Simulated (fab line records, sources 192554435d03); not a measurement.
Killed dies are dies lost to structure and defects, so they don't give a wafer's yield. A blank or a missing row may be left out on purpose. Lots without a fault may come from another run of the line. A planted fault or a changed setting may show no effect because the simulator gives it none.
Chamber matching | flow n5_finfet | N5_BEOL_M6_ETCH_61 on rie_diel-06: 4 sister chambers
The step etches SiARC in CF4, target depth 45.5 nm, time 75.8 s. 8 wafers are shown with their chamber, then 8 later ones without.

WAFERS WITH THEIR CHAMBER
wafer  | chamber | drypump_motor_current_A (A) | showerhead_plenum_p_Torr (Torr)
L076.2 | 2       | 4.9                         | 2.16
L077.1 | 1       | 5.7                         | 2.12
L086.3 | 0       | 5.8                         | 2.06
L086.6 | 1       | 5.7                         | 2.11
L087.3 | 2       | 4.9                         | 2.15
L087.4 | 3       | 6.0                         | 2.10
L087.5 | 0       | 5.7                         | 2.06
L091.1 | 3       | 6.0                         | 2.10

WAFERS WITHOUT THEIR CHAMBER
wafer  | drypump_motor_current_A (A) | showerhead_plenum_p_Torr (Torr)
L091.4 | 5.8                         | 2.06
L091.5 | 5.8                         | 2.11
L094.1 | 5.8                         | 2.11
L094.2 | 6.0                         | 2.10
L094.4 | 4.9                         | 2.14
L096.1 | 6.0                         | 2.10
L096.3 | 4.9                         | 2.14
L096.5 | 5.7                         | 2.05

WHICH CHAMBER EACH WENT THROUGH
wafer  | from the rows above | in truth
L091.4 | 0                   | 0
L091.5 | 1                   | 1
L094.1 | 1                   | 1
L094.2 | 3                   | 3
L094.4 | 2                   | 2
L096.1 | 3                   | 3
L096.3 | 2                   | 2
L096.5 | 0                   | 0
Placed correctly: 8 of 8. Can't be placed from these rows: 0. Placed wrongly: 0.
How it was worked out, from the rows above alone: a wafer's distance from a chamber is the root of the sum, over the readings, of the square of ((its reading less the chamber's mean) divided by the reading's scatter). The wafer belongs to the nearest chamber; if the next one is less than 2 further off, it can't be placed. A chamber's mean is the mean of its shown wafers. The scatter: the root of (the sum of the squares of (reading less its chamber's mean) over the shown wafers, divided by (wafers less chambers)).
